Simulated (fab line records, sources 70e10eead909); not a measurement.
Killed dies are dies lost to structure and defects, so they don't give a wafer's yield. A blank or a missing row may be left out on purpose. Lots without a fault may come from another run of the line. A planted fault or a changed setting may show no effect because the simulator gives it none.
Which tool did it? | flow nand_harc | 6 lots, 18 wafers sampled, at 2 steps of a route of 1159

WHAT THE GAUGES READ, wafer by wafer
NHARC_A_M1_CD_MEAS_09: target cd 120 nm.
lot  | measured     | on        | cd_nm (nm)
L268 | day 18 03:26 | cd_sem-03 | 120.4 121.0 120.6
L276 | day 19 22:10 | cd_sem-02 | 119.8 120.1 120.4
L277 | day 20 00:01 | cd_sem-03 | 120.5 120.9 120.2
L280 | day 20 14:30 | cd_sem-01 | 120.0 120.3 120.2
L282 | day 21 03:41 | cd_sem-02 | 120.3 120.7 120.8
L290 | day 23 03:53 | cd_sem-01 | 120.2 120.3 120.5

WHICH TOOL RAN EACH LOT (tool, then ch and the chambers of the sampled wafers, then the start)
lot  | NHARC_A_M1_EXPOSE_06
L268 | arfi_scanner-03 ch 0, day 18 03:17
L276 | arfi_scanner-01 ch 0, day 19 22:02
L277 | arfi_scanner-02 ch 0, day 19 23:53
L280 | arfi_scanner-01 ch 0, day 20 14:22
L282 | arfi_scanner-01 ch 0, day 21 03:32
L290 | arfi_scanner-01 ch 0, day 23 03:46
- NHARC_A_M1_EXPOSE_06: exposes mask A M1, target cd 120 nm.

THE ANSWER, worked out from the rows above alone
Rule: what is usual is taken from the lots themselves. Put in order of their means at a reading, lots are off if they are a third of the lots or fewer, leave a main group of 4 or more, and stand apart from it by a gap of 3 or more times the standard deviation of the main group's means; of several such gaps the widest counts. A main group whose means are all the same, to the digits that the tables above print for the reading, isn't used. A lot without any number at a reading at which 4 lots or more have one is off too. The other lots that the step has rows for count as sound.
No lot is off at any reading shown: from this, nothing can be told.

WHAT THE SIMULATOR HAD PUT IN
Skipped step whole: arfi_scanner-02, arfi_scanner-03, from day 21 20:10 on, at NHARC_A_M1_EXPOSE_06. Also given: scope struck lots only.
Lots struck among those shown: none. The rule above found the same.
